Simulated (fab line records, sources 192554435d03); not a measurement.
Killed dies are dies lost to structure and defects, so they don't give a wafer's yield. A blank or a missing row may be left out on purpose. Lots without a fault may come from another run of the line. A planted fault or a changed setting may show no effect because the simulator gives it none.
A struck lot beside a sound one | flow n5_finfet | 27 steps out of a route of 1938
Sound: wafers L479.2, L479.3, L479.4. Struck: wafer L486.2. (L486.6 of the same lot was not struck and is left out.) The cause comes at the end.
At each step with rows: each side's tool, then ch and its chambers, then its first start. Under that, the readings that differ: sound wafers | struck wafers | difference of the means | sigmas: that difference in standard deviations of wafers without a fault.
alike: readings whose means differ by less than 2 such deviations, and words and numbers that are the same on both sides. not compared: withheld readings, readings that some wafer has no value for, bounds like >300 that may hide the same value, and numbers for which the record gives no deviation and whose values overlap.
The two part at a step that has a row with sigmas, a row that says differs or no value, or rows on one side only. Numbers that don't overlap but have no deviation are shown without sigmas and don't part them. A reading that every wafer of one side lacks parts them only if that side has two wafers or more.

first, 9 steps without rows for these wafers: N5_DUMMY_GATE_COAT_34 (time 60 s, resist thk 60 nm); N5_DUMMY_GATE_COAT_35 (time 60 s, resist thk 10 nm); N5_DUMMY_GATE_COAT_28 (time 60 s, resist thk 10 nm); N5_DUMMY_GATE_COAT_09 (resist thk 30 nm); N5_DUMMY_GATE_EBR_11; N5_DUMMY_GATE_SOFTBAKE_10 (time 60 s); N5_DUMMY_GATE_EXPOSE_12 (exposes mask GATE, target cd 25 nm); N5_DUMMY_GATE_PEB_13 (peb time 60 s); N5_DUMMY_GATE_DEVELOP_14 (develop time 30 s).
N5_DUMMY_GATE_DESCUM_20: chemistry O2, time 6.2 s.
  sound on rie_diel-02 ch 1,2,3, day 5 03:34; struck on rie_diel-02 ch 0, day 6 18:22
  reading                                         | sound             | struck | difference | sigmas
  oes_product_au (a.u.)                           | 0.77 0.80 0.79    | 0.90   | +0.11      | +2
  rf_hours_counter_h (h)                          | 135 125 118       | 34     | -92        |
  rf_vpp_V (V)                                    | 242.0 243.1 244.0 | 246.5  | +3.5       | +2
  showerhead_plenum_p_Torr (Torr)                 | 2.00 2.02 2.11    | 2.23   | +0.19      | +2
  model.CAR-EUV_of_DUMMY_GATE_COAT_09.thk_nm (nm) | 26.6 26.4 26.6    | 25.4   | -1.1       |
  alike: drypump_motor_current_A, throttle_valve_pct
then, 1 step without rows for these wafers: N5_DUMMY_GATE_ETCH_29 (etches underlayer in N2/H2, target depth 13 nm).
N5_DUMMY_GATE_ETCH_36: etches SiARC in CF4, target depth 13 nm.
  sound on rie_diel-02 ch 1,2,3, day 5 03:40; struck on rie_diel-02 ch 0, day 6 18:29
  reading                                         | sound          | struck | difference | sigmas
  rf_hours_counter_h (h)                          | 135 125 118    | 34     | -92        |
  showerhead_plenum_p_Torr (Torr)                 | 2.07 2.06 2.16 | 2.27   | +0.17      | +2
  model.CAR-EUV_of_DUMMY_GATE_COAT_09.thk_nm (nm) | 11.6 11.2 11.2 | 10.2   | -1.1       |
  alike: drypump_motor_current_A, oes_product_au, rf_vpp_V, throttle_valve_pct
then, 11 steps without rows for these wafers: N5_DUMMY_GATE_ETCH_37 (etches SOC in N2/H2, target depth 60 nm, overetch 30 nm); N5_DUMMY_GATE_STRIP_38 (strips in N2/H2); N5_DUMMY_GATE_STRIP_39 (strips in N2/H2); N5_DUMMY_GATE_TRIM_49 (chemistry O2, time 29 s, target cd 14 nm); N5_DUMMY_GATE_STRIP_40 (strips in CF4); N5_DUMMY_GATE_ETCH_31 (etches SiO2 in C4F6/O2, target depth 82.5 nm, time 27.5 s); N5_DUMMY_GATE_STRIP_41 (strips in O2); N5_DUMMY_GATE_HM_OPEN_21 (chemistry CH3F/O2, target SiNx, target depth 120 nm, time 171.4 s); N5_DUMMY_GATE_ETCH_32 (etches SiO2 in CF4, target depth 3.5 nm, time 3.9 s); N5_DUMMY_GATE_ETCH_23 (etches poly-Si in HBr/Cl2/O2, target depth 41 nm, time 22.3 s); N5_DUMMY_GATE_ETCH_44 (etches poly-Si in HBr/O2, stops on SiO2, target depth 127.5 nm).
N5_DUMMY_GATE_ETCH_42: etches SiO2 in CHF3/O2, target depth 3.5 nm, time 31 s.
  sound on rie_diel-02 ch 0,1,3, day 5 04:30; struck on rie_diel-01 ch 0, day 6 19:21
  reading                         | sound          | struck | difference | sigmas
  rf_vpp_V (V)                    | 43.1 42.9 43.9 | 41.3   | -2.0       | -2
  showerhead_plenum_p_Torr (Torr) | 2.42 2.32 2.55 | 2.25   | -0.18      | -2
  model.DUMMY_GATE.cd_nm (nm)     | 15.2 15.2 14.8 | 14.2   | -0.9       |
  alike: drypump_motor_current_A, oes_f_703_au, oes_product_au, throttle_valve_pct
  not compared: rf_hours_counter_h
then, 1 step without rows for these wafers: N5_DUMMY_GATE_STRIP_48 (strips in N2/H2, time 20 s).
-- the record jumps here: 5 days lie between the struck wafers' starts before and after (it left off in module DUMMY_GATE and takes up again in module BEOL_M4, whose first step shown is number 1111 of the route) --
N5_BEOL_M4_RC_MEAS_101:
  sound on prober-01 ch 0, day 9 21:16; struck on prober-01 ch 0, day 11 10:42
  reading        | sound             | struck | difference | sigmas
  DIBL_N (mV/V)  | 34.3 35.8 35.5    | 39.0   | +3.8       | +3
  IOFF_N (nA/um) | 0.149 0.162 0.170 | 0.218  | +0.058     | +3
  ION_N (uA/um)  | 677 670 676       | 697    | +23        | +3
  alike: DIBL_P, IOFF_P, ION_P, SS_N, SS_P, VT_N, VT_P
then, 1 step without rows for these wafers: N5_PASSIVATION_PROBE_49.

WHERE THEY PART
First at N5_DUMMY_GATE_DESCUM_20; last, within this record, at N5_BEOL_M4_RC_MEAS_101.

WHY: what the simulator had put in
Process parameter drift: rie_diel-02, from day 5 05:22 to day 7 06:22, at N5_DUMMY_GATE_DESCUM_20. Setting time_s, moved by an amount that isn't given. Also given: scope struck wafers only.
